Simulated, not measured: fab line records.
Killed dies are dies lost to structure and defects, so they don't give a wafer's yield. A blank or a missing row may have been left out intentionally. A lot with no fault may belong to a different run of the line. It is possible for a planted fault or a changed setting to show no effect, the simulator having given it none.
Which tool is to blame? | flow nandHarc | 11 lots, 33 wafers sampled, at 6 steps of a route of 1159

WHAT EACH GAUGE READ, for each wafer
NHARC_P_ZERO_WELL_CD_MEAS_52: target cd 2000 nm. Usual: cdNm 1998.3 nm, standard deviation 2.2.
lot  | measured    | on       | cdNm (nm)                                 | flag
L406 | day 1 17:59 | cdSem-03 | 1998.0 1994.1 1995.1                      | 
L410 | day 2 17:38 | cdSem-01 | 1995.8 1998.9 1997.6                      | 
L411 | day 2 23:45 | cdSem-01 | 1997.9 1995.0 1998.2                      | 
L412 | day 3 05:44 | cdSem-01 | 1763.1 1761.0 1762.8 1762.9 1760.8 1762.4 | OFF
L420 | day 5 05:36 | cdSem-03 | 1996.5 2000.5 1997.8                      | 
L421 | day 5 11:46 | cdSem-03 | 2002.1 2000.3 1997.1                      | 
L422 | day 5 17:40 | cdSem-03 | 1995.4 1999.0 1996.5                      | 
L426 | day 6 17:37 | cdSem-02 | 1998.0 1998.5 1995.2                      | 
L427 | day 6 23:53 | cdSem-02 | 2000.0 1998.2 2000.0                      | 
L428 | day 7 05:38 | cdSem-01 | 2001.7 1999.2 2001.2                      | 
L429 | day 7 11:52 | cdSem-01 | 1999.1 2000.6 2000.1                      | 

NHARC_END_SORT_01. Usual: defectLimitedYield 95.2 %, standard deviation 1.6; killedAtArray 29, standard deviation 11; killedAtOther 0.5, standard deviation 0.89; killedAtPeriphery 3.3, standard deviation 2; killedDies 32, standard deviation 11; killedOpen 3.1, standard deviation 1.9; killedShort 2.3, standard deviation 1.6; sort_bin_2_pct 1.5 %, standard deviation 0.71; sort_bin_3_pct 0.30 %, standard deviation 0.22; sort_bin_4_pct 3.0 %, standard deviation 1.1; sortNPass 645, standard deviation 11; sortRimYieldPct 97.3 %, standard deviation 1.8; sortYieldPct 95.2 %, standard deviation 1.6.
lot  | measured     | on        | defectLimitedYield (%) | killedAtArray | killedAtOther | killedAtPeriphery | killedDies | killedOpen | killedShort | sort_bin_2_pct (%) | sort_bin_3_pct (%) | sort_bin_4_pct (%) | sortNPass   | sortRimYieldPct (%) | sortYieldPct (%) | flag
L422 | day 23 18:27 | prober-01 | 94.5 94.4 95.3         | 36 34 30      | 1 1 0         | 0 3 2             | 37 38 32   | 1 3 4      | 3 1 2       | 1.6 2.1 1.5        | 0.30 0.59 0.15     | 3.5 3.0 3.1        | 640 639 645 | 100.0 98.1 99.1     | 94.5 94.4 95.3   | 

WHAT TOOL EACH LOT RAN ON (gives the tool, then ch and the chambers of the sampled wafers, and finally the start)
lot  | NHARC_P_ZERO_WELL_DESCUM_13      | NHARC_P_ZERO_WELL_DESCUM_39      | NHARC_P_ZERO_WELL_EXPOSE_49     | NHARC_P_GATE_ETCH_32
L406 | rieDiel-09 ch 2,3, day 1 13:31   | rieDiel-01 ch 0,1, day 1 16:30   | krfScanner-04 ch 0, day 1 17:50 | rieSi-04 ch 0,1, day 4 13:59
L410 | rieDiel-01 ch 0,1,3, day 2 13:24 | rieDiel-01 ch 0,1,2, day 2 16:09 | krfScanner-04 ch 0, day 2 17:28 | rieSi-02 ch 0,1,3, day 5 16:44
L411 | rieDiel-09 ch 1,2, day 2 19:25   | rieDiel-01 ch 0,3, day 2 22:24   | krfScanner-04 ch 0, day 2 23:36 | rieSi-04 ch 1,2, day 5 17:18
L412 | rieDiel-03 ch 1,2, day 3 01:23   | rieDiel-01 ch 1,2,3, day 3 04:24 | krfScanner-04 ch 0, day 3 05:35 | -
L420 | rieDiel-01 ch 0,1,3, day 5 01:17 | rieDiel-03 ch 2,3, day 5 04:08   | krfScanner-03 ch 0, day 5 05:26 | rieSi-06 ch 0,3, day 7 23:01
L421 | rieDiel-01 ch 1,2,3, day 5 07:26 | rieDiel-03 ch 0,2,3, day 5 10:18 | krfScanner-02 ch 0, day 5 11:37 | rieSi-04 ch 0,1,2, day 8 13:02
L422 | rieDiel-09 ch 1,3, day 5 13:17   | rieDiel-01 ch 0,1,2, day 5 16:12 | krfScanner-04 ch 0, day 5 17:31 | rieSi-06 ch 1,2, day 8 13:21
L426 | rieDiel-03 ch 1,2, day 6 13:25   | rieDiel-09 ch 0,2,3, day 6 16:17 | krfScanner-03 ch 0, day 6 17:27 | rieSi-06 ch 2,3, day 9 19:11
L427 | rieDiel-03 ch 1,2,3, day 6 19:29 | rieDiel-03 ch 0,1,2, day 6 22:28 | krfScanner-03 ch 0, day 6 23:43 | rieSi-02 ch 0,2,3, day 9 18:38
L428 | rieDiel-09 ch 0,1,2, day 7 01:24 | rieDiel-01 ch 0,1,2, day 7 04:17 | krfScanner-03 ch 0, day 7 05:29 | rieSi-06 ch 0,1,2, day 10 07:41
L429 | rieDiel-09 ch 0,1,3, day 7 07:32 | rieDiel-03 ch 0,1, day 7 10:23   | krfScanner-02 ch 0, day 7 11:42 | rieSi-02 ch 0,1,3, day 10 07:01
- NHARC_P_ZERO_WELL_DESCUM_13: chemistry O2, time 3 s.
- NHARC_P_ZERO_WELL_DESCUM_39: chemistry O2, time 3 s.
- NHARC_P_ZERO_WELL_EXPOSE_49: exposes mask P HVPW, target cd 2000 nm.
- NHARC_P_GATE_ETCH_32: etches the open film in HBr/Cl2, target depth 150 nm, time 100.1 s.

WHAT THE TOOLS THEMSELVES READ (means of the sampled wafers that have a number; where no wafer has one, the mark that the record gives instead)
NHARC_P_ZERO_WELL_DESCUM_13. Usual: drypumpMotorCurrentA 5.7 A, standard deviation 0.46; oesProductAu 0.996 a.u., standard deviation 0.015; rfVppV 58.0 V, standard deviation 0.8; showerheadPlenumPTorr 1.95 Torr, standard deviation 0.078; throttleValvePct 11.312 %, standard deviation 0.0085.
lot  | tool       | drypumpMotorCurrentA (A) | oesProductAu (a.u.) | rfVppV (V) | showerheadPlenumPTorr (Torr) | throttleValvePct (%) | flag
L406 | rieDiel-09 | 6.0                      | 1.002               | 58.3       | 1.92                         | 11.313               | 
L410 | rieDiel-01 | 5.9                      | 0.986               | 58.1       | 1.96                         | 11.311               | 
L411 | rieDiel-09 | 5.7                      | 0.992               | 58.4       | 1.95                         | 11.315               | 
L412 | rieDiel-03 | 5.3                      | 1.002               | 57.0       | 1.94                         | 11.316               | 
L420 | rieDiel-01 | 5.9                      | 0.987               | 58.0       | 1.96                         | 11.301               | 
L421 | rieDiel-01 | 5.7                      | 1.002               | 57.5       | 1.91                         | 11.315               | 
L422 | rieDiel-09 | 6.1                      | 1.004               | 57.5       | 2.02                         | 11.306               | 
L426 | rieDiel-03 | 5.3                      | 1.001               | 58.8       | 1.93                         | 11.319               | 
L427 | rieDiel-03 | 5.3                      | 0.993               | 57.7       | 1.92                         | 11.307               | 
L428 | rieDiel-09 | 5.6                      | 0.996               | 58.6       | 1.93                         | 11.320               | 
L429 | rieDiel-09 | 5.7                      | 1.001               | 58.5       | 1.99                         | 11.320               | 

NHARC_P_ZERO_WELL_DESCUM_39. Usual: drypumpMotorCurrentA 5.7 A, standard deviation 0.47; oesProductAu 0.995 a.u., standard deviation 0.016; rfVppV 57.8 V, standard deviation 0.88; showerheadPlenumPTorr 1.95 Torr, standard deviation 0.077; throttleValvePct 11.312 %, standard deviation 0.0096.
lot  | tool       | drypumpMotorCurrentA (A) | oesProductAu (a.u.) | rfVppV (V) | showerheadPlenumPTorr (Torr) | throttleValvePct (%) | flag
L406 | rieDiel-01 | 6.1                      | 0.986               | 58.4       | 2.01                         | 11.309               | 
L410 | rieDiel-01 | 5.9                      | 1.008               | 58.1       | 1.97                         | 11.317               | 
L411 | rieDiel-01 | 6.2                      | 1.009               | 58.3       | 2.01                         | 11.324               | 
L412 | rieDiel-01 | 5.7                      | 1.006               | 58.2       | 1.92                         | 11.305               | 
L420 | rieDiel-03 | 5.6                      | 0.985               | 57.1       | 1.84                         | 11.308               | 
L421 | rieDiel-03 | 5.8                      | 0.979               | 57.8       | 1.90                         | 11.306               | 
L422 | rieDiel-01 | 5.9                      | 0.996               | 57.6       | 1.96                         | 11.316               | 
L426 | rieDiel-09 | 5.8                      | 0.998               | 57.8       | 1.95                         | 11.312               | 
L427 | rieDiel-03 | 5.4                      | 0.992               | 59.0       | 1.97                         | 11.311               | 
L428 | rieDiel-01 | 5.9                      | 0.999               | 57.6       | 1.96                         | 11.308               | 
L429 | rieDiel-03 | 5.2                      | 1.006               | 59.1       | 2.03                         | 11.307               | 

NHARC_P_GATE_ETCH_32. Usual: drypumpMotorCurrentA 5.8 A, standard deviation 0.42; oesProductAu 1.006 a.u., standard deviation 0.015; throttleValvePct 26.406 %, standard deviation 0.009.
lot  | tool     | drypumpMotorCurrentA (A) | oesProductAu (a.u.) | throttleValvePct (%) | flag
L406 | rieSi-04 | 6.1                      | 1.015               | 26.404               | 
L410 | rieSi-02 | 6.0                      | 1.024               | 26.402               | 
L411 | rieSi-04 | 5.6                      | 1.006               | 26.407               | 
L420 | rieSi-06 | 5.8                      | 0.998               | 26.403               | 
L421 | rieSi-04 | 5.9                      | 1.005               | 26.406               | 
L422 | rieSi-06 | 5.7                      | 0.999               | 26.399               | 
L426 | rieSi-06 | 5.7                      | 1.005               | 26.419               | 
L427 | rieSi-02 | 5.8                      | 1.006               | 26.400               | 
L428 | rieSi-06 | 5.7                      | 1.004               | 26.408               | 
L429 | rieSi-02 | 6.1                      | 1.008               | 26.396               | 

THE ANSWER, worked out from the rows above alone
Rule: a lot counts as off when the mean over its wafers that have a number is more than 3 standard deviations away from the usual mean. Also off: a lot with no number at a reading for which 4 or more lots have one. Where the step has rows for the other lots, those lots are counted as sound. The gauges are gone through in route order, then the tools' own readings, and for those a lot's mean is taken as printed above. The first step at which some lot is off is used, and at that step the reading that is off furthest; a lot without a number counts as furthest.
Off: L412, at NHARC_P_ZERO_WELL_CD_MEAS_52 (cdNm).
A tool fits if, at a process step before that reading, it ran every lot that is off, and no sound lot after the first of them. Those tools and the gauges at NHARC_P_ZERO_WELL_CD_MEAS_52 are tried in the same way. Of those tried, none fits.

WHAT THE SIMULATOR HAD PUT IN
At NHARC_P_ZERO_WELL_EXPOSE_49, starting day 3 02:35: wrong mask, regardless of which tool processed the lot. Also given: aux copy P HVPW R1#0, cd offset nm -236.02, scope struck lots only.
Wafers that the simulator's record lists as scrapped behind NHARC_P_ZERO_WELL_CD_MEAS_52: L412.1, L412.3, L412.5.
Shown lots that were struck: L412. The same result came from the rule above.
